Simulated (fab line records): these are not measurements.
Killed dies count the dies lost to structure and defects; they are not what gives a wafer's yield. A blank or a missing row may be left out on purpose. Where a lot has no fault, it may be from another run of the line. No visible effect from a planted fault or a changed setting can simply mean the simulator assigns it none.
Chamber matching :: flow n5Finfet :: rieDiel-06 running N5_HKMG_FIN_STRIP_89: 4 sister chambers
The step strips SOC in N2/H2, time 20 s. 16 wafers are shown with their chamber, then 8 later ones without.

== WAFERS WITH THEIR CHAMBER ==
wafer: L083.1
chamber: 1
showerheadPlenumPTorr (Torr): 3.26
throttleValvePct (%): 19.21
drypumpMotorCurrentA (A): 6.6

wafer: L083.2
chamber: 2
showerheadPlenumPTorr (Torr): 3.57
throttleValvePct (%): 18.90
drypumpMotorCurrentA (A): 5.4

wafer: L083.5
chamber: 3
showerheadPlenumPTorr (Torr): 3.52
throttleValvePct (%): 18.47
drypumpMotorCurrentA (A): 5.2

wafer: L084.1
chamber: 1
showerheadPlenumPTorr (Torr): 3.26
throttleValvePct (%): 19.20
drypumpMotorCurrentA (A): 6.7

wafer: L084.2
chamber: 2
showerheadPlenumPTorr (Torr): 3.57
throttleValvePct (%): 18.91
drypumpMotorCurrentA (A): 5.4

wafer: L084.4
chamber: 3
showerheadPlenumPTorr (Torr): 3.52
throttleValvePct (%): 18.45
drypumpMotorCurrentA (A): 5.1

wafer: L085.2
chamber: 3
showerheadPlenumPTorr (Torr): 3.52
throttleValvePct (%): 18.47
drypumpMotorCurrentA (A): 5.2

wafer: L085.5
chamber: 0
showerheadPlenumPTorr (Torr): 3.58
throttleValvePct (%): 18.69
drypumpMotorCurrentA (A): 5.3

wafer: L085.6
chamber: 3
showerheadPlenumPTorr (Torr): 3.52
throttleValvePct (%): 18.49
drypumpMotorCurrentA (A): 5.2

wafer: L090.3
chamber: 2
showerheadPlenumPTorr (Torr): 3.56
throttleValvePct (%): 18.91
drypumpMotorCurrentA (A): 5.5

wafer: L090.5
chamber: 0
showerheadPlenumPTorr (Torr): 3.58
throttleValvePct (%): 18.69
drypumpMotorCurrentA (A): 5.3

wafer: L090.6
chamber: 1
showerheadPlenumPTorr (Torr): 3.25
throttleValvePct (%): 19.23
drypumpMotorCurrentA (A): 6.7

wafer: L091.1
chamber: 2
showerheadPlenumPTorr (Torr): 3.56
throttleValvePct (%): 18.93
drypumpMotorCurrentA (A): 5.5

wafer: L091.4
chamber: 0
showerheadPlenumPTorr (Torr): 3.57
throttleValvePct (%): 18.71
drypumpMotorCurrentA (A): 5.3

wafer: L091.5
chamber: 2
showerheadPlenumPTorr (Torr): 3.56
throttleValvePct (%): 18.92
drypumpMotorCurrentA (A): 5.5

wafer: L092.1
chamber: 2
showerheadPlenumPTorr (Torr): 3.56
throttleValvePct (%): 18.94
drypumpMotorCurrentA (A): 5.4

SIGNATURES (averages over the wafers above)
reading: showerheadPlenumPTorr
chamber 0: 3.5767
chamber 1: 3.2567
chamber 2: 3.5633
chamber 3: 3.5200
scatter within a chamber: 0.00471

reading: throttleValvePct
chamber 0: 18.6967
chamber 1: 19.2133
chamber 2: 18.9183
chamber 3: 18.4700
scatter within a chamber: 0.0148

reading: drypumpMotorCurrentA
chamber 0: 5.300
chamber 1: 6.667
chamber 2: 5.450
chamber 3: 5.175
scatter within a chamber: 0.0493
Rule: for a wafer and a chamber, the distance is found by dividing, reading by reading, the gap between the wafer's reading and the chamber's mean by the reading's scatter, squaring, summing and taking the root. If the next closest chamber is less than 2 further off than the closest, the wafer can't be placed; otherwise it belongs to the closest. The scatter is the square root of a quotient: the sum, over the shown wafers, of each reading's squared deviation from its chamber's mean, divided by wafers minus chambers.

== WAFERS WHOSE CHAMBER IS MISSING ==
wafer: L092.3
showerheadPlenumPTorr (Torr): 3.57
throttleValvePct (%): 18.69
drypumpMotorCurrentA (A): 5.3

wafer: L092.6
showerheadPlenumPTorr (Torr): 3.56
throttleValvePct (%): 18.92
drypumpMotorCurrentA (A): 5.4

wafer: L094.1
showerheadPlenumPTorr (Torr): 3.57
throttleValvePct (%): 18.71
drypumpMotorCurrentA (A): 5.3

wafer: L094.2
showerheadPlenumPTorr (Torr): 3.51
throttleValvePct (%): 18.50
drypumpMotorCurrentA (A): 5.1

wafer: L094.6
showerheadPlenumPTorr (Torr): 3.56
throttleValvePct (%): 18.92
drypumpMotorCurrentA (A): 5.4

wafer: L095.1
showerheadPlenumPTorr (Torr): 3.57
throttleValvePct (%): 18.71
drypumpMotorCurrentA (A): 5.3

wafer: L095.5
showerheadPlenumPTorr (Torr): 3.57
throttleValvePct (%): 18.73
drypumpMotorCurrentA (A): 5.3

wafer: L095.6
showerheadPlenumPTorr (Torr): 3.25
throttleValvePct (%): 19.23
drypumpMotorCurrentA (A): 6.7

== WHICH CHAMBER EACH WENT THROUGH ==
wafer: L092.3
from the rows above: 0
in truth: 0

wafer: L092.6
from the rows above: 2
in truth: 2

wafer: L094.1
from the rows above: 0
in truth: 0

wafer: L094.2
from the rows above: 3
in truth: 3

wafer: L094.6
from the rows above: 2
in truth: 2

wafer: L095.1
from the rows above: 0
in truth: 0

wafer: L095.5
from the rows above: 0
in truth: 0

wafer: L095.6
from the rows above: 1
in truth: 1
Correctly placed: 8 of 8. Number that these rows cannot place: 0. Placed wrongly: 0.
